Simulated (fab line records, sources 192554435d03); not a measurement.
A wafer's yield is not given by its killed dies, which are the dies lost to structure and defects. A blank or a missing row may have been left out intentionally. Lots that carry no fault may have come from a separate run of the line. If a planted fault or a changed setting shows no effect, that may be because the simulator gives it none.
Chamber matching :: flow n5-finfet :: N5_BEOL_M7_STRIP_67 on rie-diel-03 has 4 sister chambers
The step strips in CF4. 4 wafers are shown with their chamber, then 9 later ones without.

WAFERS, EACH WITH ITS CHAMBER
wafer: L077.3
chamber: 3
showerhead-plenum-p-Torr (Torr): 1.74

wafer: L084.4
chamber: 2
showerhead-plenum-p-Torr (Torr): 1.70

wafer: L084.5
chamber: 1
showerhead-plenum-p-Torr (Torr): 1.81

wafer: L084.6
chamber: 0
showerhead-plenum-p-Torr (Torr): 1.75

WAFERS WITHOUT THEIR CHAMBER
wafer: L088.1
showerhead-plenum-p-Torr (Torr): 1.69

wafer: L088.3
showerhead-plenum-p-Torr (Torr): 1.81

wafer: L088.4
showerhead-plenum-p-Torr (Torr): 1.75

wafer: L091.4
showerhead-plenum-p-Torr (Torr): 1.74

wafer: L091.5
showerhead-plenum-p-Torr (Torr): 1.69

wafer: L091.6
showerhead-plenum-p-Torr (Torr): 1.73

wafer: L096.3
showerhead-plenum-p-Torr (Torr): 1.74

wafer: L096.5
showerhead-plenum-p-Torr (Torr): 1.73

wafer: L096.6
showerhead-plenum-p-Torr (Torr): 1.80

EACH ONE'S CHAMBER
wafer: L088.1
from the rows above: 2
in truth: 2

wafer: L088.3
from the rows above: 1
in truth: 1

wafer: L088.4
from the rows above: can't be placed: 0 or 3
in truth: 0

wafer: L091.4
from the rows above: can't be placed: 3 or 0
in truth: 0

wafer: L091.5
from the rows above: 2
in truth: 2

wafer: L091.6
from the rows above: can't be placed: 3 or 0
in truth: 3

wafer: L096.3
from the rows above: can't be placed: 3 or 0
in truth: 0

wafer: L096.5
from the rows above: can't be placed: 3 or 0
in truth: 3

wafer: L096.6
from the rows above: 1
in truth: 1
4 of 9 placed correctly. These rows do not allow placing 5 (true chamber among the candidates in 5). Number placed wrongly: 0.
How it was worked out, from the rows above alone: a wafer's distance from a chamber is the root of the sum, over the readings, of the square of ((its reading less the chamber's mean) divided by the reading's scatter). The wafer belongs to the nearest chamber; if the next one is less than 2 further off, it can't be placed. For every chamber, the mean is computed from those of its wafers that are shown. The scatter (one wafer shown for each chamber): square how far every hidden wafer sits from the nearest shown wafer, average those squares and take the square root.
